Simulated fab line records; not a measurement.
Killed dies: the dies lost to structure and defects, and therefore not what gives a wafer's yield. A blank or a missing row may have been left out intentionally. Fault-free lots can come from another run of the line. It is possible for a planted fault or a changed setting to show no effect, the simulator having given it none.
Matching of chambers | flow n5_finfet | N5_GATE_CUT_STRIP_42 on rie_diel-05 has 4 sister chambers
The step strips in O2. 24 wafers are shown with their chamber, then 12 later ones without.

WAFERS, EACH WITH ITS CHAMBER
wafer  | chamber | drypump_motor_current_A (A) | showerhead_plenum_p_Torr (Torr) | throttle_valve_pct (%)
L076.2 | 1       | 6.0                         | 2.10                            | 16.60
L076.3 | 2       | 5.0                         | 2.02                            | 16.56
L076.6 | 2       | 5.0                         | 2.02                            | 16.58
L077.2 | 1       | 6.0                         | 2.10                            | 16.58
L077.3 | 2       | 5.0                         | 2.02                            | 16.55
L077.4 | 1       | 6.0                         | 2.10                            | 16.60
L078.1 | 3       | 5.7                         | 2.16                            | 16.93
L078.3 | 0       | 6.1                         | 2.17                            | 16.78
L078.6 | 0       | 6.1                         | 2.17                            | 16.79
L079.2 | 3       | 5.8                         | 2.16                            | 16.93
L079.3 | 2       | 5.1                         | 2.02                            | 16.57
L079.5 | 0       | 6.1                         | 2.16                            | 16.79
L081.1 | 1       | 6.0                         | 2.09                            | 16.61
L081.4 | 3       | 5.8                         | 2.16                            | 16.94
L081.6 | 3       | 5.8                         | 2.16                            | 16.94
L082.1 | 2       | 5.0                         | 2.01                            | 16.58
L082.3 | 1       | 6.0                         | 2.09                            | 16.60
L082.6 | 0       | 6.1                         | 2.16                            | 16.80
L087.1 | 3       | 5.8                         | 2.16                            | 16.96
L087.4 | 0       | 6.1                         | 2.16                            | 16.80
L087.5 | 2       | 5.0                         | 2.01                            | 16.58
L088.3 | 3       | 5.8                         | 2.16                            | 16.96
L088.5 | 0       | 6.1                         | 2.16                            | 16.79
L088.6 | 1       | 6.0                         | 2.09                            | 16.63

SIGNATURES (means of the wafers above)
reading                  | chamber 0 | chamber 1 | chamber 2 | chamber 3 | scatter within a chamber
drypump_motor_current_A  | 6.100     | 6.000     | 5.017     | 5.783     | 0.0289
showerhead_plenum_p_Torr | 2.1633    | 2.0950    | 2.0167    | 2.1600    | 0.00456
throttle_valve_pct       | 16.7917   | 16.6033   | 16.5700   | 16.9433   | 0.0129
Rule: a wafer lies at a distance from a chamber equal to the root of the sum of squares, over the readings, of (its reading less the chamber's mean, divided by the reading's scatter). The wafer belongs to the nearest chamber; if the next one is less than 2 further off, it can't be placed. How the scatter is found: for the shown wafers, subtract from each reading the mean of its chamber, square and add these, divide the total by (wafers less chambers), then take the root.

WAFERS WITH NO CHAMBER GIVEN
wafer  | drypump_motor_current_A (A) | showerhead_plenum_p_Torr (Torr) | throttle_valve_pct (%)
L090.1 | 5.8                         | 2.16                            | 16.97
L090.3 | 6.0                         | 2.09                            | 16.65
L090.6 | 5.8                         | 2.15                            | 16.98
L095.2 | 5.8                         | 2.15                            | 16.97
L095.4 | 5.0                         | 2.01                            | 16.63
L095.5 | 6.0                         | 2.09                            | 16.65
L096.3 | 5.8                         | 2.15                            | 16.98
L096.4 | 6.1                         | 2.15                            | 16.82
L096.5 | 6.0                         | 2.09                            | 16.67
L097.1 | 6.0                         | 2.08                            | 16.67
L097.3 | 6.1                         | 2.15                            | 16.84
L097.4 | 5.8                         | 2.15                            | 16.98

WHICH CHAMBER EACH WENT THROUGH
wafer  | from the rows above | in truth
L090.1 | 3                   | 3
L090.3 | 1                   | 1
L090.6 | 3                   | 3
L095.2 | 3                   | 3
L095.4 | 2                   | 2
L095.5 | 1                   | 1
L096.3 | 3                   | 3
L096.4 | 0                   | 0
L096.5 | 1                   | 1
L097.1 | 1                   | 1
L097.3 | 0                   | 0
L097.4 | 3                   | 3
Correctly placed: 12 of 12. Not placeable from these rows: 0. Wrongly placed: 0.
